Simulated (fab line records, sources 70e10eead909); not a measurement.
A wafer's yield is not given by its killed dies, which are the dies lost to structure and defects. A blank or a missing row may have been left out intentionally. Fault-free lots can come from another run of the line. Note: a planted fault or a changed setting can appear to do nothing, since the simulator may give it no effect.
Matching of chambers | flow nand harc | 4 sister chambers for NHARC_P_ZERO_WELL_ETCH_65 on rie diel-05
The step etches the open film in N2/H2, target depth 80 nm, overetch 24 nm, time 87.88 s. 16 wafers are shown with their chamber, then 8 later ones without.

WAFERS PAIRED WITH THEIR CHAMBERS
wafer  | chamber | showerhead plenum p Torr (Torr) | drypump motor current A (A) | oes product au (a.u.)
L669.2 | 0       | 2.03                            | 5.7                         | 1.021
L669.4 | 1       | 2.05                            | 5.3                         | 1.034
L669.5 | 1       | 2.05                            | 5.3                         | 1.035
L671.1 | 3       | 2.14                            | 6.2                         | 0.988
L671.2 | 1       | 2.04                            | 5.2                         | 1.041
L671.5 | 0       | 2.03                            | 5.7                         | 1.018
L674.4 | 1       | 2.04                            | 5.3                         | 1.032
L674.5 | 2       | 1.92                            | 5.7                         | 1.004
L674.6 | 3       | 2.14                            | 6.2                         | 0.991
L676.2 | 2       | 1.92                            | 5.7                         | 1.018
L676.3 | 0       | 2.03                            | 5.7                         | 1.005
L676.5 | 3       | 2.14                            | 6.2                         | 0.987
L678.1 | 3       | 2.14                            | 6.2                         | 0.992
L678.2 | 2       | 1.92                            | 5.7                         | 1.018
L678.3 | 0       | 2.03                            | 5.7                         | 1.018
L680.1 | 2       | 1.92                            | 5.7                         | 1.013

SIGNATURES (means of the wafers above)
reading                  | chamber 0 | chamber 1 | chamber 2 | chamber 3 | scatter within a chamber
showerhead plenum p Torr | 2.0300    | 2.0450    | 1.9200    | 2.1400    | 0.00289
drypump motor current A  | 5.700     | 5.275     | 5.700     | 6.200     | 0.025
oes product au           | 1.01550   | 1.03550   | 1.01325   | 0.98950   | 0.00537
Rule: a wafer lies at a distance from a chamber equal to the root of the sum of squares, over the readings, of (its reading less the chamber's mean, divided by the reading's scatter). If the next closest chamber is less than 2 further off than the closest, the wafer can't be placed; otherwise it belongs to the closest. The scatter: take each reading less its chamber's mean, square it, sum over the shown wafers, divide by the number of wafers less the number of chambers, and take the root.

WAFERS WITH NO CHAMBER GIVEN
wafer  | showerhead plenum p Torr (Torr) | drypump motor current A (A) | oes product au (a.u.)
L680.2 | 2.04                            | 5.2                         | 1.021
L680.6 | 2.04                            | 5.2                         | 1.023
L687.1 | 1.92                            | 5.7                         | 1.011
L687.3 | 2.02                            | 5.7                         | 1.006
L687.5 | 2.04                            | 5.3                         | 1.036
L689.2 | 2.04                            | 5.2                         | 1.034
L689.3 | 2.14                            | 6.2                         | 1.002
L689.4 | 1.92                            | 5.7                         | 1.017

CHAMBER TAKEN BY EACH
wafer  | from the rows above | in truth
L680.2 | 1                   | 1
L680.6 | 1                   | 1
L687.1 | 2                   | 2
L687.3 | 0                   | 0
L687.5 | 1                   | 1
L689.2 | 1                   | 1
L689.3 | 3                   | 3
L689.4 | 2                   | 2
8 of 8 placed correctly. Can't be placed from these rows: 0. Wrongly placed: 0.
